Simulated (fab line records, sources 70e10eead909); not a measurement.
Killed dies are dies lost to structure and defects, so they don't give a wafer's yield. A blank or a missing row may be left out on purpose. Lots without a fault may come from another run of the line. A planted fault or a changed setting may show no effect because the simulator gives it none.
Which tool did it? | flow nand_harc | 12 lots, 36 wafers sampled, at 5 steps of a route of 1159

WHAT THE GAUGES READ, wafer by wafer
NHARC_END_SORT_01. Usual: defect_limited_yield 95.7 %, standard deviation 1.5; killed_at_array 25, standard deviation 9.8; killed_at_other 0.8, standard deviation 1.1; killed_at_periphery 3.3, standard deviation 2.1; killed_dies 29, standard deviation 10; killed_open 3.3, standard deviation 1.8; killed_short 1.9, standard deviation 1.4; sort_bin_2_pct 1.3 %, standard deviation 0.6; sort_bin_3_pct 0.25 %, standard deviation 0.23; sort_bin_4_pct 2.8 %, standard deviation 0.97; sort_n_pass 648, standard deviation 10; sort_rim_yield_pct 95 %, standard deviation 3.2; sort_yield_pct 95.7 %, standard deviation 1.5.
lot  | measured     | on        | defect_limited_yield (%) | killed_at_array | killed_at_other | killed_at_periphery | killed_dies | killed_open | killed_short | sort_bin_2_pct (%) | sort_bin_3_pct (%) | sort_bin_4_pct (%) | sort_n_pass | sort_rim_yield_pct (%) | sort_yield_pct (%) | flag
L251 | day 20 16:31 | prober-02 | 96.0 0 0                 | 23 675 673      | 0 0 0           | 4 2 4               | 27 677 677  | 3 4 7       | 3 1 3        | 1.3 97.9 96.6      | 0.15 0.30 0        | 2.5 1.8 3.4        | 650 0 0     | 94 0 0                 | 96.0 0 0           | OFF
L252 | day 21 00:17 | prober-02 | 97.8 0 97.6              | 11 675 13       | 0 0 0           | 4 2 3               | 15 677 16   | 3 2 6       | 5 1 1        | 0.6 98.5 0.6       | 0 0 0              | 1.6 1.5 1.8        | 662 0 661   | 97 0 98                | 97.8 0 97.6        | OFF

WHICH TOOL RAN EACH LOT (tool, then ch and the chambers of the sampled wafers, then the start)
lot  | NHARC_A_M1_DEP_00               | NHARC_A_BONDPAD_ETCH_12                       | NHARC_A_BONDPAD_PRE_CLEAN_26            | NHARC_THIN_TSV_ETCH_15
L253 | pecvd-01 ch 0,1,2, day 18 03:29 | rie_diel-06 ch 0,1,3, day 19 02:26 or earlier | pvd_sputter-02, day 19 02:26 or earlier | rie_si-06 ch 0,1,3, day 19 02:26
L250 | pecvd-01 ch 0,1, day 18 04:02   | rie_diel-03 ch 0,3, day 19 06:07 or earlier   | pvd_sputter-01, day 19 06:07 or earlier | rie_si-06 ch 1,3, day 19 06:07
L251 | pecvd-01 ch 0,1,2, day 18 06:59 | rie_diel-04 ch 3, day 19 07:16 or earlier     | pvd_sputter-01, day 19 07:16 or earlier | rie_si-02 ch 0, day 19 07:16
L252 | pecvd-01 ch 0,1, day 18 23:21   | rie_diel-06 ch 0,3, day 19 23:36 or earlier   | pvd_sputter-03, day 19 23:36 or earlier | rie_si-02 ch 0,1, day 19 23:36
L265 | pecvd-04 ch 0,1,2, day 22 04:27 | rie_diel-06 ch 0,2, day 23 02:37 or earlier   | pvd_sputter-02, day 23 02:37 or earlier | rie_si-06 ch 0,2,3, day 23 02:37
L268 | pecvd-02 ch 0,1,2, day 22 06:47 | rie_diel-06 ch 0,1,2, day 23 03:39 or earlier | pvd_sputter-02, day 23 03:39 or earlier | rie_si-01 ch 0,2,3, day 23 03:39
L266 | pecvd-04 ch 0,2, day 22 12:07   | rie_diel-03 ch 1,2,3, day 23 12:22 or earlier | pvd_sputter-03, day 23 12:22 or earlier | rie_si-06 ch 1,3, day 23 12:22
L270 | pecvd-01 ch 0,1, day 22 14:13   | rie_diel-06 ch 1,2, day 23 13:40 or earlier   | pvd_sputter-02, day 23 13:40 or earlier | rie_si-06 ch 0,1,2, day 23 13:40
L267 | pecvd-01 ch 1,2, day 23 00:09   | rie_diel-06 ch 0,2,3, day 23 22:27 or earlier | pvd_sputter-01, day 23 22:27 or earlier | rie_si-02 ch 0,1,3, day 23 22:27
L264 | pecvd-02 ch 1,2, day 23 00:22   | rie_diel-06 ch 0,1,2, day 23 23:36 or earlier | pvd_sputter-02, day 23 23:36 or earlier | rie_si-06 ch 1,2, day 23 23:36
L269 | pecvd-01 ch 0,1, day 23 03:19   | rie_diel-06 ch 0,1,3, day 24 00:49 or earlier | pvd_sputter-01, day 24 00:49 or earlier | rie_si-02 ch 0,2,3, day 24 00:49
L272 | pecvd-01 ch 0,1, day 23 08:36   | rie_diel-06 ch 0,3, day 24 06:10 or earlier   | pvd_sputter-01, day 24 06:10 or earlier | rie_si-01 ch 0,2,3, day 24 06:10
- NHARC_A_M1_DEP_00: deposits SiOC, target thk 182.5 nm.
- NHARC_A_BONDPAD_ETCH_12: etches the open film in CHF3/O2, target depth 220 nm, time 110 s.
- NHARC_A_BONDPAD_PRE_CLEAN_26: time 30 s.
- NHARC_THIN_TSV_ETCH_15: target depth 3000 nm, bosch target overetch cycles 2, bosch etch step 2.8 s.

WHAT THE TOOLS THEMSELVES READ (means of the sampled wafers that have a number; where no wafer has one, the mark that the record gives instead)
NHARC_A_BONDPAD_ETCH_12. Usual: chf3_flow_sccm 50.01 sccm, standard deviation 0.15; drypump_motor_current_A 5.6 A, standard deviation 0.52; mfc_ar_sccm 200.0 sccm, standard deviation 0.5; oes_product_au 0.949 a.u., standard deviation 0.021; rf_vpp_V 370.3 V, standard deviation 1.8; showerhead_plenum_p_Torr 2.39 Torr, standard deviation 0.075; throttle_valve_pct 20.573 %, standard deviation 0.011.
lot  | tool        | chf3_flow_sccm (sccm) | drypump_motor_current_A (A) | mfc_ar_sccm (sccm) | oes_product_au (a.u.) | rf_vpp_V (V) | showerhead_plenum_p_Torr (Torr) | throttle_valve_pct (%) | flag
L253 | rie_diel-06 | 49.98                 | 5.3                         | 199.6              | 0.928                 | 369.6        | 2.37                            | 20.566                 |
L250 | rie_diel-03 | 50.13                 | 6.1                         | 199.9              | 0.957                 | 370.0        | 2.41                            | 20.568                 |
L251 | rie_diel-04 | 50.03                 | 6.2                         | 199.9              | 0.930                 | 372.8        | 2.40                            | 20.572                 |
L252 | rie_diel-06 | 49.99                 | 5.0                         | 199.8              | 0.971                 | 371.5        | 2.42                            | 20.580                 |
L265 | rie_diel-06 | 50.01                 | 5.3                         | 200.6              | 0.922                 | 370.0        | 2.40                            | 20.573                 |
L268 | rie_diel-06 | 49.99                 | 5.6                         | 199.9              | 0.968                 | 369.2        | 2.35                            | 20.574                 |
L266 | rie_diel-03 | 49.90                 | 5.7                         | 200.4              | 0.951                 | 373.2        | 2.49                            | 20.570                 |
L270 | rie_diel-06 | 50.05                 | 6.0                         | 200.1              | 0.969                 | 368.7        | 2.31                            | 20.559                 |
L267 | rie_diel-06 | 50.20                 | 5.5                         | 200.2              | 0.956                 | 370.5        | 2.41                            | 20.567                 |
L264 | rie_diel-06 | 49.84                 | 5.6                         | 200.4              | 0.962                 | 369.8        | 2.35                            | 20.567                 |
L269 | rie_diel-06 | 49.82                 | 5.3                         | 200.5              | 0.968                 | 370.6        | 2.37                            | 20.558                 |
L272 | rie_diel-06 | 50.10                 | 5.2                         | 199.5              | 0.965                 | 371.3        | 2.43                            | 20.579                 |

NHARC_A_BONDPAD_PRE_CLEAN_26. Usual: heater_power_w 415 W, standard deviation 61.
lot  | tool           | heater_power_w (W) | flag
L253 | pvd_sputter-02 | 469                |
L250 | pvd_sputter-01 | 473                |
L251 | pvd_sputter-01 | 374                |
L252 | pvd_sputter-03 | 378                |
L265 | pvd_sputter-02 | 443                |
L268 | pvd_sputter-02 | 444                |
L266 | pvd_sputter-03 | 440                |
L270 | pvd_sputter-02 | 489                |
L267 | pvd_sputter-01 | 448                |
L264 | pvd_sputter-02 | 382                |
L269 | pvd_sputter-01 | 378                |
L272 | pvd_sputter-01 | 431                |

NHARC_THIN_TSV_ETCH_15. Usual: drypump_motor_current_A 5.7 A, standard deviation 0.57.
lot  | tool      | drypump_motor_current_A (A) | flag
L253 | rie_si-06 | 5.9                         |
L250 | rie_si-06 | 5.8                         |
L251 | rie_si-02 | 5.0                         |
L252 | rie_si-02 | 5.2                         |
L265 | rie_si-06 | 5.5                         |
L268 | rie_si-01 | 5.7                         |
L266 | rie_si-06 | 5.7                         |
L270 | rie_si-06 | 5.9                         |
L267 | rie_si-02 | 5.2                         |
L264 | rie_si-06 | 5.7                         |
L269 | rie_si-02 | 5.6                         |
L272 | rie_si-01 | 5.7                         |

THE ANSWER, worked out from the rows above alone
Rule: a lot is off if the mean of its wafers that have a number lies more than 3 standard deviations from the usual mean. A lot without any number at a reading at which 4 lots or more have one is off too. The other lots that the step has rows for count as sound. The gauges are gone through in route order, then the tools' own readings, and for those a lot's mean is taken as printed above. The first step at which some lot is off is used, and at that step the reading that is off furthest; a lot without a number counts as furthest.
Off: L251, L252, at NHARC_END_SORT_01 (sort_bin_2_pct). Neither off nor sound, because the step has no rows for them: L253, L250, L265, L268, L266, L270, L267, L264, L269, L272.
A tool fits if, at a process step before that reading, it ran every lot that is off, and no sound lot after the first of them. The gauges at NHARC_END_SORT_01 are tried like those tools. NHARC_A_BONDPAD_ETCH_12 gives no start for some lots, so the hours and the order of its lots are those of NHARC_THIN_TSV_ETCH_15. NHARC_A_BONDPAD_PRE_CLEAN_26 gives no start for some lots, so the hours and the order of its lots are those of NHARC_THIN_TSV_ETCH_15. Can't be told from this: 3 tools fit, pecvd-01 at NHARC_A_M1_DEP_00, rie_si-02 at NHARC_THIN_TSV_ETCH_15, prober-02 at NHARC_END_SORT_01.

WHAT THE SIMULATOR HAD PUT IN
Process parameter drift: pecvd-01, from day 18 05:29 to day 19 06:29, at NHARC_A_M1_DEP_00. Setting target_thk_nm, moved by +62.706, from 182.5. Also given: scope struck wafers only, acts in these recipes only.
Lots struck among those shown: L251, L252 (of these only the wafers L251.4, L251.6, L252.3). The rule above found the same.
